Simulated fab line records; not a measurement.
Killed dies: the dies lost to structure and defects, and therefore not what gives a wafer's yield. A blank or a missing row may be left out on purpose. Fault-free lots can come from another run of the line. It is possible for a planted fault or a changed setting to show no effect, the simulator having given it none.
What tool caused it?    flow n5-finfet    Sampling: 24 lots, 72 wafers, 6 of 1938 route steps

## WHAT EACH GAUGE READ, for each wafer
N5_BEOL_M9_CD_MEAS_11: target cd 64.1 nm. Usual: 64.2 nm for cd-nm, sd 0.53.
lot   measured      on         cd-nm (nm)      flag
L074  day 9 12:59   cd-sem-03  64.0 64.1 64.8  
L075  day 9 17:11   cd-sem-01  64.0 64.0 64.1  
L076  day 10 02:51  cd-sem-03  63.6 63.0 64.0  
L077  day 10 03:01  cd-sem-03  64.3 65.0 64.1  
L078  day 10 10:30  cd-sem-03  64.1 63.8 64.1  
L079  day 10 17:37  cd-sem-01  64.6 64.6 64.7  
L080  day 10 19:42  cd-sem-02  64.1 64.4 64.5  
L082  day 11 08:19  cd-sem-03  65.2 64.4 64.0  
L081  day 11 11:11  cd-sem-02  63.7 65.1 63.7  
L083  day 11 17:57  cd-sem-02  64.0 64.3 63.9  
L084  day 12 01:22  cd-sem-03  64.8 64.1 65.2  
L086  day 12 04:58  cd-sem-01  63.6 63.8 63.4  
L085  day 12 17:22  cd-sem-02  65.0 64.5 65.1  
L087  day 12 17:34  cd-sem-01  64.3 63.9 64.2  
L088  day 12 22:41  cd-sem-02  63.8 64.3 64.2  
L089  day 12 22:51  cd-sem-01  63.7 63.8 64.1  
L090  day 13 15:54  cd-sem-01  63.8 64.2 64.6  
L091  day 14 00:23  cd-sem-02  63.9 65.0 64.3  
L092  day 14 03:54  cd-sem-01  64.0 64.6 64.5  
L093  day 14 04:25  cd-sem-01  64.0 64.4 64.3  
L094  day 14 16:03  cd-sem-01  64.0 64.1 64.0  
L095  day 14 19:47  cd-sem-02  63.9 64.1 64.9  
L097  day 15 03:08  cd-sem-01  62.8 63.5 62.9  
L096  day 15 07:29  cd-sem-01  64.0 64.1 64.6  

N5_BEOL_M9_CD_MEAS_35: target cd 70 nm, target cd y 40 nm. Usual: 70.0 nm for cd-nm, sd 0.73.
lot   measured      on         cd-nm (nm)      flag
L074  day 9 16:01   cd-sem-02  69.7 70.0 70.9  
L075  day 9 19:26   cd-sem-02  70.2 69.0 70.0  
L076  day 10 04:35  cd-sem-03  70.2 69.9 70.1  
L077  day 10 06:50  cd-sem-01  70.2 70.2 69.8  
L078  day 10 13:14  cd-sem-03  70.5 69.3 70.8  
L079  day 10 19:31  cd-sem-02  69.2 71.0 71.1  
L080  day 10 22:02  cd-sem-01  69.4 70.3 70.2  
L082  day 11 12:44  cd-sem-02  70.9 70.1 69.2  
L081  day 11 17:36  cd-sem-03  69.3 70.7 68.6  
L083  day 11 19:39  cd-sem-02  70.6 70.1 69.4  
L084  day 12 03:20  cd-sem-01  69.7 69.7 70.3  
L086  day 12 07:24  cd-sem-03  70.0 68.8 69.4  
L085  day 12 19:14  cd-sem-03  71.2 70.1 70.5  
L087  day 12 20:07  cd-sem-01  70.2 69.7 69.8  
L088  day 13 01:59  cd-sem-02  69.2 70.8 69.2  
L089  day 13 01:55  cd-sem-03  69.5 69.5 70.5  
L090  day 13 20:12  cd-sem-02  69.2 69.9 70.1  
L091  day 14 03:31  cd-sem-01  69.6 70.9 70.6  
L092  day 14 05:46  cd-sem-03  70.2 70.9 69.8  
L093  day 14 06:40  cd-sem-03  69.8 70.5 70.5  
L094  day 14 18:25  cd-sem-03  70.4 69.5 69.2  
L095  day 14 22:19  cd-sem-02  70.5 70.2 70.8  
L097  day 15 06:06  cd-sem-03  68.5 68.7 68.6  
L096  day 15 09:10  cd-sem-02  69.1 69.8 70.4  

N5_BEOL_M9_INSPECT_58: inspects for defects (darkfield). Usual: 76 for raw-defect-count, sd 24.
lot   measured      on                 raw-defect-count  flag
L074  day 9 18:48   defect-inspect-01  81 99 108         
L075  day 9 22:31   defect-inspect-02  74 67 89          
L076  day 10 08:32  defect-inspect-01  90 69 107         
L077  day 10 09:14  defect-inspect-02  84 95 112         
L078  day 10 15:22  defect-inspect-02  53 29 37          
L079  day 10 23:04  defect-inspect-02  58 41 42          
L080  day 11 00:16  defect-inspect-02  111 103 123       
L082  day 11 15:27  defect-inspect-02  76 87 99          
L081  day 11 20:46  defect-inspect-01  37 82 77          
L083  day 11 22:01  defect-inspect-02  57 84 88          
L084  day 12 05:54  defect-inspect-02  42 75 59          
L086  day 12 09:55  defect-inspect-01  47 60 65          
L085  day 12 21:44  defect-inspect-01  67 76 77          
L087  day 12 22:47  defect-inspect-02  71 91 94          
L088  day 13 05:27  defect-inspect-01  61 52 57          
L089  day 13 05:14  defect-inspect-02  85 49 66          
L090  day 13 22:34  defect-inspect-01  86 116 90         
L091  day 14 05:46  defect-inspect-01  60 64 81          
L092  day 14 08:40  defect-inspect-02  96 71 67          
L093  day 14 09:17  defect-inspect-02  50 79 54          
L094  day 14 20:59  defect-inspect-02  63 94 80          
L095  day 15 01:01  defect-inspect-02  69 122 76         
L097  day 15 09:41  defect-inspect-01  74 57 113         
L096  day 15 13:10  defect-inspect-01  82 84 93          

## WHICH TOOL RAN EACH LOT (tool, then ch and the chambers of the sampled wafers, then the start)
lot   N5_BEOL_M8_ALD_77                    N5_BEOL_M9_TRENCH_ETCH_37                      N5_BEOL_M9_ALD_74
L074  ald-metal-04 ch 1,2,3, day 9 08:30   rie-diel-06 ch 0,1,3, day 9 16:01 or earlier   ald-metal-03 ch 1,2,3, day 9 16:41
L075  ald-metal-02 ch 0,3, day 9 13:18     rie-diel-03 ch 0,1,3, day 9 19:26 or earlier   ald-metal-02 ch 0,1,3, day 9 20:15
L076  ald-metal-02 ch 0,1, day 9 22:47     rie-diel-06 ch 0,1, day 10 04:35 or earlier    ald-metal-04 ch 0,1, day 10 06:56
L077  ald-metal-04 ch 1,2,3, day 9 23:02   rie-diel-06 ch 0,2,3, day 10 06:50 or earlier  ald-metal-03 ch 0,1, day 10 07:28
L078  ald-metal-01 ch 1,2,3, day 10 06:38  rie-diel-06 ch 1,2,3, day 10 13:14 or earlier  ald-metal-04 ch 0,1,2, day 10 13:50
L079  ald-metal-04 ch 0,2,3, day 10 13:35  rie-diel-03 ch 0,3, day 10 19:31 or earlier    ald-metal-03 ch 0,1,2, day 10 20:21
L080  ald-metal-02 ch 0,1,2, day 10 14:42  rie-diel-06 ch 2,3, day 10 22:02 or earlier    ald-metal-04 ch 0,3, day 10 22:43
L082  ald-metal-02 ch 0,1,2, day 11 02:54  rie-diel-03 ch 0,1,3, day 11 12:44 or earlier  ald-metal-02 ch 2,3, day 11 13:55
L081  ald-metal-02 ch 0,2,3, day 11 06:53  rie-diel-03 ch 0,2,3, day 11 17:36 or earlier  ald-metal-02 ch 0,1,3, day 11 18:42
L083  ald-metal-04 ch 0,2,3, day 11 12:14  rie-diel-03 ch 1,3, day 11 19:39 or earlier    ald-metal-04 ch 0,2,3, day 11 20:11
L084  ald-metal-02 ch 0,3, day 11 20:37    rie-diel-06 ch 0,2,3, day 12 03:20 or earlier  ald-metal-03 ch 0,2,3, day 12 03:49
L086  ald-metal-02 ch 0,2,3, day 12 01:41  rie-diel-03 ch 0,2,3, day 12 07:24 or earlier  ald-metal-02 ch 1,2,3, day 12 08:00
L085  ald-metal-01 ch 0,1,3, day 12 11:02  rie-diel-05 ch 2,3, day 12 19:14 or earlier    ald-metal-03 ch 0,2,3, day 12 20:11
L087  ald-metal-02 ch 0,2,3, day 12 11:18  rie-diel-05 ch 0,3, day 12 20:07 or earlier    ald-metal-03 ch 0,1, day 12 21:05
L088  ald-metal-04 ch 1,2,3, day 12 19:02  rie-diel-03 ch 0,1,2, day 13 01:59 or earlier  ald-metal-02 ch 1,3, day 13 02:47
L089  ald-metal-02 ch 1,2, day 12 19:28    rie-diel-05 ch 0,1,3, day 13 01:55 or earlier  ald-metal-04 ch 1,2,3, day 13 02:42
L090  ald-metal-04 ch 0,1, day 13 11:59    rie-diel-03 ch 0,3, day 13 20:12 or earlier    ald-metal-02 ch 0,1,3, day 13 20:55
L091  ald-metal-01 ch 1,3, day 13 19:31    rie-diel-05 ch 1,2, day 14 03:31 or earlier    ald-metal-04 ch 0,2,3, day 14 04:13
L092  ald-metal-01 ch 0,2,3, day 13 21:24  rie-diel-03 ch 0,1,3, day 14 05:46 or earlier  ald-metal-02 ch 1,2,3, day 14 07:04
L093  ald-metal-04 ch 0,2,3, day 14 00:27  rie-diel-05 ch 0,1, day 14 06:40 or earlier    ald-metal-02 ch 1,2,3, day 14 07:49
L094  ald-metal-02 ch 1,2,3, day 14 08:20  rie-diel-03 ch 0,2,3, day 14 18:25 or earlier  ald-metal-03 ch 1,2, day 14 19:19
L095  ald-metal-04 ch 1,2,3, day 14 16:13  rie-diel-06 ch 0,2,3, day 14 22:19 or earlier  ald-metal-02 ch 0,1,3, day 14 23:07
L097  ald-metal-04 ch 0,1,3, day 14 23:11  rie-diel-03 ch 0,1,3, day 15 06:06 or earlier  ald-metal-04 ch 0,1,2, day 15 07:22
L096  ald-metal-02 ch 0,1,2, day 15 03:22  rie-diel-05 ch 1,2,3, day 15 09:10 or earlier  ald-metal-04 ch 0,1,2, day 15 10:06
- N5_BEOL_M8_ALD_77: deposits TaN, target thk 2 nm, pulse time 2 s, purge time 3 s.
- N5_BEOL_M9_TRENCH_ETCH_37: etches SiCOH lowk in C4F6/O2, target depth 151.43 nm, time 49 s.
- N5_BEOL_M9_ALD_74: deposits TaN, target thk 2 nm, pulse time 2 s, purge time 3 s.

## WHAT THE TOOLS THEMSELVES READ (means of the sampled wafers that have a number; where no wafer has one, the mark that the record gives instead)
N5_BEOL_M8_ALD_77. Usual: heater-power-w 410 W, standard deviation 34; susceptor-temp-C 275.01 C, standard deviation 0.17.
lot   tool          heater-power-w (W)  susceptor-temp-C (C)  flag
L074  ald-metal-04  432                 275.16                
L075  ald-metal-02  372                 274.79                
L076  ald-metal-02  402                 275.13                
L077  ald-metal-04  426                 275.13                
L078  ald-metal-01  426                 275.03                
L079  ald-metal-04  424                 275.03                
L080  ald-metal-02  400                 275.05                
L082  ald-metal-02  400                 275.14                
L081  ald-metal-02  376                 274.78                
L083  ald-metal-04  427                 275.06                
L084  ald-metal-02  386                 274.88                
L086  ald-metal-02  378                 275.03                
L085  ald-metal-01  434                 274.75                
L087  ald-metal-02  389                 275.16                
L088  ald-metal-04  428                 274.91                
L089  ald-metal-02  410                 274.92                
L090  ald-metal-04  430                 274.89                
L091  ald-metal-01  422                 275.12                
L092  ald-metal-01  407                 274.81                
L093  ald-metal-04  425                 275.14                
L094  ald-metal-02  392                 275.14                
L095  ald-metal-04  420                 275.08                
L097  ald-metal-04  415                 275.06                
L096  ald-metal-02  405                 275.00                

N5_BEOL_M9_TRENCH_ETCH_37. Usual: bias-w 185.0 W, standard deviation 0.51; drypump-motor-current-A 5.7 A, standard deviation 0.3; oes-product-au 0.74 a.u., standard deviation 0.069; rf-fwd-power-W 341.6 W, standard deviation 1.4; rf-vpp-V 667 V, standard deviation 12; showerhead-plenum-p-Torr 2.84 Torr, standard deviation 0.091; throttle-valve-pct 21.02 %, standard deviation 0.2.
lot   tool         bias-w (W)  drypump-motor-current-A (A)  oes-product-au (a.u.)  rf-fwd-power-W (W)  rf-vpp-V (V)  showerhead-plenum-p-Torr (Torr)  throttle-valve-pct (%)  flag
L074  rie-diel-06  185.6       5.8                          0.78                   341.8               660           2.90                             21.12                   
L075  rie-diel-03  185.5       5.6                          0.72                   342.6               666           2.79                             21.09                   
L076  rie-diel-06  185.4       5.8                          0.72                   340.6               658           2.88                             21.12                   
L077  rie-diel-06  184.5       5.7                          0.76                   340.3               657           2.85                             21.03                   
L078  rie-diel-06  184.7       5.7                          0.76                   342.1               665           2.88                             20.98                   
L079  rie-diel-03  184.6       5.3                          0.71                   341.7               669           2.82                             21.07                   
L080  rie-diel-06  185.4       5.7                          0.81                   341.4               658           2.86                             21.04                   
L082  rie-diel-03  185.3       5.7                          0.71                   342.8               666           2.78                             21.13                   
L081  rie-diel-03  184.7       5.4                          0.77                   342.1               668           2.89                             21.02                   
L083  rie-diel-03  184.7       5.9                          0.71                   340.6               665           2.75                             21.14                   
L084  rie-diel-06  184.7       5.7                          0.75                   340.0               655           2.84                             21.07                   
L086  rie-diel-03  185.0       5.4                          0.76                   342.1               667           2.89                             21.01                   
L085  rie-diel-05  184.8       5.8                          0.84                   342.8               673           2.92                             20.90                   
L087  rie-diel-05  184.4       6.0                          0.81                   341.5               679           2.91                             21.12                   
L088  rie-diel-03  185.4       5.7                          0.76                   342.5               672           2.84                             21.04                   
L089  rie-diel-05  185.3       5.9                          0.77                   341.6               677           2.84                             20.95                   
L090  rie-diel-03  185.1       5.3                          0.69                   342.4               669           2.81                             21.12                   
L091  rie-diel-05  184.5       5.7                          0.75                   340.6               678           2.82                             20.63                   
L092  rie-diel-03  184.9       5.6                          0.70                   341.9               666           2.78                             21.15                   
L093  rie-diel-05  185.6       5.7                          0.71                   339.9               675           2.77                             20.78                   
L094  rie-diel-03  185.1       5.4                          0.75                   341.7               667           2.88                             21.05                   
L095  rie-diel-06  185.1       5.7                          0.84                   340.5               656           2.83                             20.94                   
L097  rie-diel-03  184.8       5.6                          0.70                   342.8               666           2.77                             21.17                   
L096  rie-diel-05  184.4       5.8                          0.78                   340.9               679           2.89                             20.84                   

N5_BEOL_M9_ALD_74. Usual: heater-power-w 407 W, standard deviation 34; susceptor-temp-C 275.00 C, standard deviation 0.18.
lot   tool          heater-power-w (W)  susceptor-temp-C (C)  flag
L074  ald-metal-03  409                 275.06                
L075  ald-metal-02  397                 274.86                
L076  ald-metal-04  430                 275.05                
L077  ald-metal-03  403                 274.84                
L078  ald-metal-04  447                 274.77                
L079  ald-metal-03  411                 274.93                
L080  ald-metal-04  405                 274.89                
L082  ald-metal-02  377                 275.14                
L081  ald-metal-02  392                 274.98                
L083  ald-metal-04  424                 274.97                
L084  ald-metal-03  385                 274.93                
L086  ald-metal-02  399                 275.12                
L085  ald-metal-03  375                 274.84                
L087  ald-metal-03  402                 274.97                
L088  ald-metal-02  405                 274.85                
L089  ald-metal-04  425                 275.02                
L090  ald-metal-02  394                 275.11                
L091  ald-metal-04  432                 274.98                
L092  ald-metal-02  395                 275.21                
L093  ald-metal-02  393                 275.12                
L094  ald-metal-03  442                 274.89                
L095  ald-metal-02  396                 275.08                
L097  ald-metal-04  437                 275.08                
L096  ald-metal-04  444                 275.06                

## THE ANSWER, worked out from the rows above alone
Rule: a lot is off if the mean of its wafers that have a number lies more than 3 standard deviations from the usual mean. A lot without any number at a reading at which 4 lots or more have one is off too. Where the step has rows for the other lots, those lots are counted as sound. The gauges are gone through in route order, then the tools' own readings, and for those a lot's mean is taken as printed above. The first step at which some lot is off is used, and at that step the reading that is off furthest; a lot without a number counts as furthest.
Nothing can be told from this: no lot is off at any reading shown.

## WHAT THE SIMULATOR HAD PUT IN
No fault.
